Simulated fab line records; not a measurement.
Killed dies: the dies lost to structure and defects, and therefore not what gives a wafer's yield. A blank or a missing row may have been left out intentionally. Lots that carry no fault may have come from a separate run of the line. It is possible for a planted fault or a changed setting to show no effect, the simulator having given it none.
The tool behind it: which one? / flow n5-finfet / Sampling: 11 lots, 33 wafers, 5 of 1938 route steps

WHAT THE GAUGES SHOWED, per wafer
N5_BEOL_M4_RC_MEAS_101.
lot=L206; measured=day 7 18:14; on=prober-02; DIBL_N (mV/V)=35.4 36.9 38.8
lot=L207; measured=day 7 23:23; on=prober-01; DIBL_N (mV/V)=34.9 36.3 36.6
lot=L211; measured=day 9 14:28; on=prober-01; DIBL_N (mV/V)=34.5 35.4 36.9
lot=L209; measured=day 9 12:37; on=prober-01; DIBL_N (mV/V)=37.9 35.4 36.3
lot=L212; measured=day 9 13:09; on=prober-02; DIBL_N (mV/V)=36.1 37.2 37.6
lot=L210; measured=day 9 16:43; on=prober-02; DIBL_N (mV/V)=37.3 38.8 37.0
lot=L215; measured=day 9 21:20; on=prober-02; DIBL_N (mV/V)=34.8 34.7 35.2
lot=L224; measured=day 12 16:59; on=prober-01; DIBL_N (mV/V)=35.1 32.9 35.9
lot=L225; measured=day 12 20:47; on=prober-02; DIBL_N (mV/V)=35.8 33.0 35.1
lot=L226; measured=day 13 10:53; on=prober-01; DIBL_N (mV/V)=34.1 38.7 34.6
lot=L227; measured=day 13 18:34; on=prober-01; DIBL_N (mV/V)=37.7 36.0 35.0

WHICH TOOL RAN EACH LOT (tool, then ch and the chambers of the sampled wafers, then the start)
lot=L206; N5_BEOL_M1_SPUTTER_86=pvd-sputter-03, day 6 11:11; N5_BEOL_M1_SPUTTER_88=pvd-sputter-03, day 6 11:24; N5_BEOL_M2_HM_DEP_02=pvd-sputter-03, day 6 15:07; N5_BEOL_M2_COAT_61=litho-track-02 ch 0, day 6 15:14
lot=L207; N5_BEOL_M1_SPUTTER_86=pvd-sputter-03, day 6 16:47; N5_BEOL_M1_SPUTTER_88=pvd-sputter-03, day 6 17:01; N5_BEOL_M2_HM_DEP_02=pvd-sputter-03, day 6 19:14; N5_BEOL_M2_COAT_61=litho-track-02 ch 0, day 6 19:22
lot=L211; N5_BEOL_M1_SPUTTER_86=pvd-sputter-03, day 7 17:46; N5_BEOL_M1_SPUTTER_88=pvd-sputter-03, day 7 17:59; N5_BEOL_M2_HM_DEP_02=pvd-sputter-02, day 7 20:10; N5_BEOL_M2_COAT_61=litho-track-01 ch 0, day 7 20:17
lot=L209; N5_BEOL_M1_SPUTTER_86=pvd-sputter-01, day 7 17:56; N5_BEOL_M1_SPUTTER_88=pvd-sputter-01, day 7 18:09; N5_BEOL_M2_HM_DEP_02=pvd-sputter-02, day 7 20:19; N5_BEOL_M2_COAT_61=litho-track-02 ch 0, day 7 20:27
lot=L212; N5_BEOL_M1_SPUTTER_86=pvd-sputter-02, day 7 18:37; N5_BEOL_M1_SPUTTER_88=pvd-sputter-02, day 7 18:50; N5_BEOL_M2_HM_DEP_02=pvd-sputter-03, day 7 22:11; N5_BEOL_M2_COAT_61=litho-track-02 ch 0, day 7 22:19
lot=L210; N5_BEOL_M1_SPUTTER_86=pvd-sputter-03, day 7 20:56; N5_BEOL_M1_SPUTTER_88=pvd-sputter-03, day 7 21:09; N5_BEOL_M2_HM_DEP_02=pvd-sputter-01, day 7 23:18; N5_BEOL_M2_COAT_61=litho-track-01 ch 0, day 7 23:26
lot=L215; N5_BEOL_M1_SPUTTER_86=pvd-sputter-03, day 8 15:33; N5_BEOL_M1_SPUTTER_88=pvd-sputter-03, day 8 15:46; N5_BEOL_M2_HM_DEP_02=pvd-sputter-02, day 8 17:57; N5_BEOL_M2_COAT_61=litho-track-01 ch 0, day 8 18:04
lot=L224; N5_BEOL_M1_SPUTTER_86=pvd-sputter-03, day 10 22:47; N5_BEOL_M1_SPUTTER_88=pvd-sputter-03, day 10 23:00; N5_BEOL_M2_HM_DEP_02=pvd-sputter-01, day 11 02:08; N5_BEOL_M2_COAT_61=litho-track-01 ch 0, day 11 02:17
lot=L225; N5_BEOL_M1_SPUTTER_86=pvd-sputter-02, day 11 05:51; N5_BEOL_M1_SPUTTER_88=pvd-sputter-02, day 11 06:04; N5_BEOL_M2_HM_DEP_02=pvd-sputter-02, day 11 08:37; N5_BEOL_M2_COAT_61=litho-track-02 ch 0, day 11 08:44
lot=L226; N5_BEOL_M1_SPUTTER_86=pvd-sputter-01, day 11 15:54; N5_BEOL_M1_SPUTTER_88=pvd-sputter-01, day 11 16:07; N5_BEOL_M2_HM_DEP_02=pvd-sputter-01, day 11 20:34; N5_BEOL_M2_COAT_61=litho-track-02 ch 0, day 11 20:41
lot=L227; N5_BEOL_M1_SPUTTER_86=pvd-sputter-03, day 11 18:38; N5_BEOL_M1_SPUTTER_88=pvd-sputter-03, day 11 18:51; N5_BEOL_M2_HM_DEP_02=pvd-sputter-01, day 11 21:32; N5_BEOL_M2_COAT_61=litho-track-02 ch 0, day 11 21:40
- N5_BEOL_M1_SPUTTER_86: material Cu, target thk 4.5 nm, time 8.29 s.
- N5_BEOL_M1_SPUTTER_88: material Cu, target thk 4.5 nm, time 8.29 s.
- N5_BEOL_M2_HM_DEP_02: deposits TiN, target thk 20 nm.
- N5_BEOL_M2_COAT_61: time 60 s, resist thk 60 nm.

THE ANSWER, worked out from the rows above alone
Rule: the usual values come from the lots themselves. The widest of any qualifying gaps counts: lots, ordered by their means at a reading, are off when they make up no more than a third of the lots, leave a main group of 4 or more, and stand apart from it by 3 or more times the standard deviation of that group's means. A main group whose means are all the same, to the digits that the tables above print for the reading, isn't used. Also off: a lot with no number at a reading for which 4 or more lots have one. Any other lot the step has rows for is counted as sound.
None of the lots is off at any reading shown; this tells nothing.

WHAT THE SIMULATOR HAD PUT IN
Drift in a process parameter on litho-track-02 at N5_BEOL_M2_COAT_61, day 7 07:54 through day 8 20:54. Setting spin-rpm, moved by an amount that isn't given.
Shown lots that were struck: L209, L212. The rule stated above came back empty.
